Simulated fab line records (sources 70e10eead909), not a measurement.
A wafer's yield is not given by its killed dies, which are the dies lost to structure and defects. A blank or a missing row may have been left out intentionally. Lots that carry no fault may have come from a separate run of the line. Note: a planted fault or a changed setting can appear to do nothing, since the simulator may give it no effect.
The tool behind it: which one? ; flow nand harc ; Sampling: 14 lots, 42 wafers, 4 of 1302 route steps

## WHAT EACH GAUGE READ, for each wafer
The record lacks any reading of a measuring or inspecting step that a usual standard deviation could be used to judge.

## TOOL THAT RAN EACH LOT (tool first, then ch and the chambers of the sampled wafers, then the start)
lot;NHARC_P_ZERO_WELL_PEB_09;NHARC_P_ZERO_WELL_DESCUM_54;NHARC_P_GATE_STRIP_111;NHARC_P_GATE_STRIP_76
L911;litho track-05 ch 0, day 2 17:02;rie diel-08 ch 0,3, day 2 21:50;plasma asher-02 ch 0,1, day 6 07:46;plasma asher-01 ch 1, day 6 09:40
L912;litho track-05 ch 0, day 3 03:09;rie diel-09 ch 0,1,2, day 3 08:13;plasma asher-02 ch 0,1, day 7 01:27;plasma asher-02 ch 0,1, day 7 03:29
L913;litho track-05 ch 0, day 3 13:09;rie diel-03 ch 1,2,3, day 3 17:46;plasma asher-02 ch 0, day 7 05:32;plasma asher-01 ch 0,1, day 7 07:33
L915;litho track-05 ch 0, day 4 09:02;rie diel-08 ch 0,3, day 4 13:55;plasma asher-02 ch 0,1, day 8 00:59;plasma asher-02 ch 0,1, day 8 03:10
L917;litho track-07 ch 0, day 5 05:03;rie diel-08 ch 0,1,3, day 5 10:03;plasma asher-01 ch 0,1, day 9 05:37;plasma asher-02 ch 0,1, day 9 07:35
L918;litho track-05 ch 0, day 5 15:09;rie diel-09 ch 0,2,3, day 5 21:14;plasma asher-01 ch 0,1, day 9 10:01;plasma asher-01 ch 0,1, day 9 12:02
L919;litho track-02 ch 0, day 6 01:02;rie diel-08 ch 0,1,3, day 6 05:59;plasma asher-01 ch 0,1, day 9 23:36;plasma asher-02 ch 0,1, day 10 01:29
L920;litho track-05 ch 0, day 6 11:10;rie diel-03 ch 0,2, day 6 15:57;plasma asher-01 ch 0,1, day 10 00:10;plasma asher-02 ch 0,1, day 10 02:01
L921;litho track-05 ch 0, day 6 21:10;rie diel-03 ch 1,2,3, day 7 02:08;plasma asher-01 ch 0,1, day 10 08:49;plasma asher-02 ch 0,1, day 10 10:50
L922;litho track-07, day 7 07:10;rie diel-08 ch 1,2,3, day 7 12:02;-;-
L923;litho track-05, day 7 17:10;rie diel-09 ch 0,1,2, day 7 23:14;-;-
L926;litho track-05 ch 0, day 8 23:02;rie diel-03 ch 0,2, day 9 06:34;plasma asher-02 ch 0,1, day 12 16:17;plasma asher-02 ch 0,1, day 12 18:19
L930;litho track-07 ch 0, day 10 15:03;rie diel-09 ch 1,2, day 10 19:49;plasma asher-01 ch 0,1, day 14 13:14;plasma asher-02 ch 0,1, day 14 15:01
L931;litho track-05 ch 0, day 11 01:04;rie diel-03 ch 0,2,3, day 11 06:50;plasma asher-01 ch 0,1, day 14 21:03;plasma asher-01 ch 0,1, day 14 22:48
- NHARC_P_ZERO_WELL_PEB_09: peb time 80 s.
- NHARC_P_ZERO_WELL_DESCUM_54: chemistry O2, time 3 s.
- NHARC_P_GATE_STRIP_111: strips in N2/H2, time 250 s.
- NHARC_P_GATE_STRIP_76: strips in O2.

## AS READ BY THE TOOLS THEMSELVES (means over the sampled wafers that have a number; for cases with no such wafer, the mark the record gives instead)
NHARC_P_ZERO_WELL_PEB_09.
lot;tool;chill plate temp C (C);exhaust pa (Pa);heater power total W (W)
L911;litho track-05;22.96;44.4;190.1
L912;litho track-05;22.93;45.0;189.8
L913;litho track-05;23.06;44.2;189.3
L915;litho track-05;23.09;43.7;189.5
L917;litho track-07;22.92;44.3;189.0
L918;litho track-05;22.83;44.7;190.1
L919;litho track-02;23.08;45.8;190.0
L920;litho track-05;23.01;44.1;189.7
L921;litho track-05;22.88;43.9;189.8
L922;litho track-07;-;-;-
L923;litho track-05;-;-;-
L926;litho track-05;22.96;44.3;190.1
L930;litho track-07;22.98;44.6;190.4
L931;litho track-05;23.09;45.6;188.7

NHARC_P_ZERO_WELL_DESCUM_54.
lot;tool;drypump motor current A (A);oes product au (a.u.);rf vpp V (V);showerhead plenum p Torr (Torr);throttle valve pct (%)
L911;rie diel-08;5.4;1.004;58.7;1.98;11.310
L912;rie diel-09;5.6;0.999;57.1;1.95;11.316
L913;rie diel-03;5.5;1.010;57.4;1.87;11.310
L915;rie diel-08;5.2;0.998;58.6;1.98;11.308
L917;rie diel-08;5.4;0.998;58.6;2.01;11.309
L918;rie diel-09;6.0;0.994;57.9;1.95;11.319
L919;rie diel-08;5.4;1.007;57.7;2.01;11.317
L920;rie diel-03;5.1;1.004;57.6;1.89;11.316
L921;rie diel-03;5.5;1.015;58.2;1.86;11.309
L922;rie diel-08;5.4;1.002;58.2;1.96;11.311
L923;rie diel-09;5.7;0.989;57.8;1.94;11.309
L926;rie diel-03;5.0;1.003;58.3;1.89;11.320
L930;rie diel-09;5.5;0.992;58.5;1.96;11.312
L931;rie diel-03;5.2;1.009;57.2;1.84;11.314

NHARC_P_GATE_STRIP_111.
lot;tool;drypump motor current A (A);heater power w (W)
L911;plasma asher-02;5.61;85.7
L912;plasma asher-02;5.59;87.2
L913;plasma asher-02;5.40;88.2
L915;plasma asher-02;5.59;86.7
L917;plasma asher-01;5.82;87.8
L918;plasma asher-01;5.81;89.4
L919;plasma asher-01;5.81;88.3
L920;plasma asher-01;5.83;89.5
L921;plasma asher-01;5.67;89.8
L926;plasma asher-02;5.61;88.6
L930;plasma asher-01;5.66;88.0
L931;plasma asher-01;5.83;89.5

NHARC_P_GATE_STRIP_76.
lot;tool;drypump motor current A (A);heater power w (W)
L911;plasma asher-01;5.96;329
L912;plasma asher-02;5.80;320
L913;plasma asher-01;5.81;333
L915;plasma asher-02;5.61;326
L917;plasma asher-02;5.79;316
L918;plasma asher-01;5.67;337
L919;plasma asher-02;5.61;321
L920;plasma asher-02;5.59;321
L921;plasma asher-02;5.79;315
L926;plasma asher-02;5.78;316
L930;plasma asher-02;5.80;323
L931;plasma asher-01;5.83;330

## THE ANSWER, worked out from the rows above alone
Rule: what is usual is taken from the lots themselves. The widest of any qualifying gaps counts: lots, ordered by their means at a reading, are off when they make up no more than a third of the lots, leave a main group of 4 or more, and stand apart from it by 3 or more times the standard deviation of that group's means. If all means in a main group match to the digits the tables above print for the reading, that group is not used. A lot without any number at a reading at which 4 lots or more have one is off too. All remaining lots with rows at the step are treated as sound. First the gauges in route order, then the tools' own readings, where a lot's mean is used as printed above. At the first step where some lot is off, the reading lying furthest off is the one used; lots without a number count as furthest.
Off at NHARC_P_ZERO_WELL_PEB_09 (chill plate temp C): L922, L923. Without a number there: L922, L923. Mean 22.98 C and standard deviation 0.082 in the main group.
If a tool, at that step or one of the process steps before it, ran each lot that is off and ran no sound lot following the first of them, it fits. No candidate that was tried fits.

## WHAT THE SIMULATOR HAD INSERTED
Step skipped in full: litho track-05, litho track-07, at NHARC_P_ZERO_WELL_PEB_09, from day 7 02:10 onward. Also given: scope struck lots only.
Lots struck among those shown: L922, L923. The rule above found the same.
